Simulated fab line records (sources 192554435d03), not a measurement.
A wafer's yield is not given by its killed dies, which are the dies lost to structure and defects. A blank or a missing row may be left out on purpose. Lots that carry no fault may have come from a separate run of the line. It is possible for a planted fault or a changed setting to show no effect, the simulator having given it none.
The tool behind it: which one?	flow n5 finfet	Sampling: 8 lots, 24 wafers, 7 of 1938 route steps

WHAT EACH GAUGE READ, for each wafer
N5_FIN_SAQP_OVL_MEAS_17.
lot	measured	on	FIN_CORE_OVL (nm)
L308	day 4 04:03	overlay-01	0.3 0.8 -0.5
L309	day 4 10:04	overlay-01	0.3 2.3 -0.5
L312	day 5 06:44	overlay-01	-0.6 0.0 -0.1
L313	day 5 09:31	overlay-02	-1.4 -2.1 -1.6
L314	day 5 16:01	overlay-01	-0.4 -0.9 0.3
L315	day 5 23:19	overlay-02	-0.4 -1.0 1.1
L321	day 7 10:00	overlay-02	0.0 1.1 -0.6
L322	day 7 15:43	overlay-01	1.8 0.2 1.2

N5_FIN_SAQP_CD_MEAS_27: target cd 20 nm.
lot	measured	on	cd nm (nm)
L308	day 4 06:59	cd sem-03	20.10 20.27 20.59
L309	day 4 12:55	cd sem-01	20.22 19.80 20.32
L312	day 5 09:11	cd sem-02	20.39 20.25 20.34
L313	day 5 11:50	cd sem-02	- - -
L314	day 5 18:05	cd sem-02	- - -
L315	day 6 01:58	cd sem-03	- - -
L321	day 7 13:01	cd sem-03	20.02 20.19 20.24
L322	day 7 18:06	cd sem-01	20.48 20.46 20.27

N5_BEOL_M4_RC_MEAS_101.
lot	measured	on	DIBL_N (mV/V)	DIBL_P (mV/V)	IOFF_N (nA/um)	IOFF_P (nA/um)	ION_N (uA/um)	ION_P (uA/um)	SS_N (mV/dec)	SS_P (mV/dec)	VT_N (mV)	VT_P (mV)
L308	day 10 09:16	prober-01	38.3 38.0 38.2	37.5 36.8 37.1	0.176 0.173 0.184	0.27 0.24 0.26	669 692 678	462 473 468	71.5 71.6 71.8	74.3 73.7 74.1	248 247 247	-245 -248 -243
L309	day 11 11:47	prober-02	37.8 37.7 35.8	38.0 36.4 34.1	0.182 0.181 0.142	0.23 0.19 0.16	673 684 659	463 456 445	71.8 72.6 71.4	73.8 73.7 72.9	250 249 253	-252 -254 -255
L312	day 12 14:15	prober-02	39.6 37.1 38.9	38.4 35.3 36.7	0.228 0.165 0.199	0.24 0.20 0.22	701 671 681	467 455 456	72.1 71.9 71.9	73.0 73.3 73.1	246 248 248	-248 -252 -251
L321	day 14 19:29	prober-01	36.1 37.3 33.1	37.1 39.1 34.9	0.157 0.196 0.117	0.22 0.26 0.19	657 689 652	458 472 460	71.7 71.7 70.8	73.4 73.6 72.5	253 247 253	-250 -248 -250
L322	day 14 23:20	prober-02	37.0 32.8 32.9	37.7 33.8 34.5	0.179 0.114 0.119	0.27 0.20 0.23	671 657 660	468 466 464	72.1 70.8 70.8	73.9 72.3 73.0	248 255 249	-245 -246 -247

WHAT TOOL EACH LOT RAN ON (gives the tool, then ch and the chambers of the sampled wafers, and finally the start)
lot	N5_FIN_SAQP_PECVD_47	N5_FIN_SAQP_MANDREL_ETCH_22	N5_FIN_SAQP_SPACER1_ETCHBACK_25	N5_FIN_SAQP_MANDREL1_REMOVE_56
L308	pecvd-04 ch 0,1, day 4 03:22	rie si-01 ch 1,2, day 4 04:32	rie diel-06 ch 1,2,3, day 4 06:47	rie si-03 ch 0,1, day 4 06:52
L309	pecvd-03 ch 1,2, day 4 09:22	rie si-03 ch 1,3, day 4 11:00	rie diel-01 ch 0,1,3, day 4 12:43	rie si-01 ch 1,2, day 4 12:48
L312	pecvd-01 ch 0,1,2, day 5 06:10	rie si-01 ch 1,2,3, day 5 07:25	rie diel-01 ch 0,1,2, day 5 08:59	rie si-03 ch 2,3, day 5 09:05
L313	pecvd-04 ch 0,2, day 5 08:57	rie si-01 ch 0,1,2, day 5 09:52	rie diel-03 ch 0,1,3, day 5 11:38	rie si-01 ch 1,2, day 5 11:43
L314	pecvd-01 ch 1,2, day 5 15:20	rie si-01 ch 0,2,3, day 5 16:22	rie diel-06 ch 1,2, day 5 17:53	rie si-01 ch 1,2,3, day 5 17:58
L315	pecvd-04 ch 0,1, day 5 22:45	rie si-03 ch 0,2,3, day 5 23:40	rie diel-06 ch 1,2, day 6 01:46	rie si-03 ch 1,2,3, day 6 01:51
L321	pecvd-03 ch 0,1,2, day 7 09:26	rie si-03 ch 0,1,3, day 7 10:20	rie diel-03 ch 1,2,3, day 7 12:49	rie si-03 ch 0,2,3, day 7 12:54
L322	pecvd-03 ch 0,1, day 7 15:05	rie si-03 ch 0,1,2, day 7 16:04	rie diel-01 ch 0,1,3, day 7 17:54	rie si-01 ch 0,2, day 7 17:59
- N5_FIN_SAQP_PECVD_47: deposits a-Si from SiH4/He, target thk 45 nm, time 36.3 s.
- N5_FIN_SAQP_MANDREL_ETCH_22: etches a-Si in HBr/Cl2, stops on SiNx, target depth 60 nm, bt time 10 s, time 30 s.
- N5_FIN_SAQP_SPACER1_ETCHBACK_25: etches SiO2 in CHF3/O2, target depth 24.4 nm, time 12.2 s.
- N5_FIN_SAQP_MANDREL1_REMOVE_56: chemistry HBr/Cl2/O2, target a-Si, stops on SiNx, bt time 10 s.

AS READ BY THE TOOLS THEMSELVES (means over the sampled wafers that have a number; for cases with no such wafer, the mark the record gives instead)
N5_FIN_SAQP_PECVD_47.
lot	tool	heater power w (W)	showerhead plenum p Torr (Torr)	throttle valve pct (%)
L308	pecvd-04	960	5.69	17.8
L309	pecvd-03	855	5.60	18.3
L312	pecvd-01	1001	5.68	19.4
L313	pecvd-04	844	5.65	17.2
L314	pecvd-01	893	5.69	17.9
L315	pecvd-04	927	5.68	18.1
L321	pecvd-03	865	5.67	18.6
L322	pecvd-03	1037	5.60	19.1

N5_FIN_SAQP_MANDREL_ETCH_22.
lot	tool	HBr_flow_sccm (sccm)	bias w (W)	drypump motor current A (A)	oes product au (a.u.)	throttle valve pct (%)
L308	rie si-01	149.4	74.94	5.9	0.762	35.40
L309	rie si-03	150.0	74.95	5.5	0.782	35.12
L312	rie si-01	149.8	74.96	5.9	0.771	35.33
L313	rie si-01	-	-	-	-	-
L314	rie si-01	-	-	-	-	-
L315	rie si-03	-	-	-	-	-
L321	rie si-03	150.0	75.00	5.3	0.789	35.25
L322	rie si-03	150.1	75.02	5.3	0.775	35.42

N5_FIN_SAQP_SPACER1_ETCHBACK_25.
lot	tool	drypump motor current A (A)	oes_f_703_au (a.u.)	oes product au (a.u.)	rf vpp V (V)	showerhead plenum p Torr (Torr)	throttle valve pct (%)
L308	rie diel-06	5.4	0.69	0.69	525	2.40	19.06
L309	rie diel-01	5.4	0.74	0.74	525	2.40	19.03
L312	rie diel-01	5.5	0.73	0.73	520	2.40	19.09
L313	rie diel-03	5.9	0.77	0.30	528	2.46	18.85
L314	rie diel-06	5.4	0.69	0.27	529	2.42	18.80
L315	rie diel-06	5.4	0.68	0.26	522	2.39	18.74
L321	rie diel-03	6.0	0.82	0.82	530	2.54	19.00
L322	rie diel-01	5.4	0.72	0.73	525	2.40	19.06

N5_FIN_SAQP_MANDREL1_REMOVE_56.
lot	tool	HBr_flow_sccm (sccm)	drypump motor current A (A)	oes product au (a.u.)	throttle valve pct (%)
L308	rie si-03	150.1	5.5	1.011	36.54
L309	rie si-01	150.0	5.9	0.991	36.74
L312	rie si-03	149.8	5.2	1.019	36.72
L313	rie si-01	149.8	5.9	0.999	36.75
L314	rie si-01	150.1	5.8	0.987	36.67
L315	rie si-03	150.1	5.4	1.010	36.67
L321	rie si-03	149.9	5.2	1.011	36.82
L322	rie si-01	150.1	5.2	0.964	36.78

THE ANSWER, worked out from the rows above alone
Rule: the lots themselves supply what counts as usual. The widest of any qualifying gaps counts: lots, ordered by their means at a reading, are off when they make up no more than a third of the lots, leave a main group of 4 or more, and stand apart from it by 3 or more times the standard deviation of that group's means. Not used: any main group whose means are identical at the precision the tables above print for the reading. Also off: a lot with no number at a reading for which 4 or more lots have one. The other lots that the step has rows for count as sound. The gauges are gone through in route order, then the tools' own readings, and for those a lot's mean is taken as printed above. At the first step where some lot is off, the reading lying furthest off is the one used; lots without a number count as furthest.
Off, at N5_FIN_SAQP_CD_MEAS_27 on cd nm: L313, L314, L315. Without a number there: L313, L314, L315. For the main group the mean is 20.26 nm and the standard deviation 0.11.
A tool fits if, at a process step before that reading, it ran every lot that is off, and no sound lot after the first of them. Not tried: the gauges at N5_FIN_SAQP_CD_MEAS_27; whatever is off there is also off at N5_FIN_SAQP_MANDREL_ETCH_22, on other tools, and gauge error can't account for it. No candidate that was tried fits.

WHAT WAS PUT IN BY THE SIMULATOR
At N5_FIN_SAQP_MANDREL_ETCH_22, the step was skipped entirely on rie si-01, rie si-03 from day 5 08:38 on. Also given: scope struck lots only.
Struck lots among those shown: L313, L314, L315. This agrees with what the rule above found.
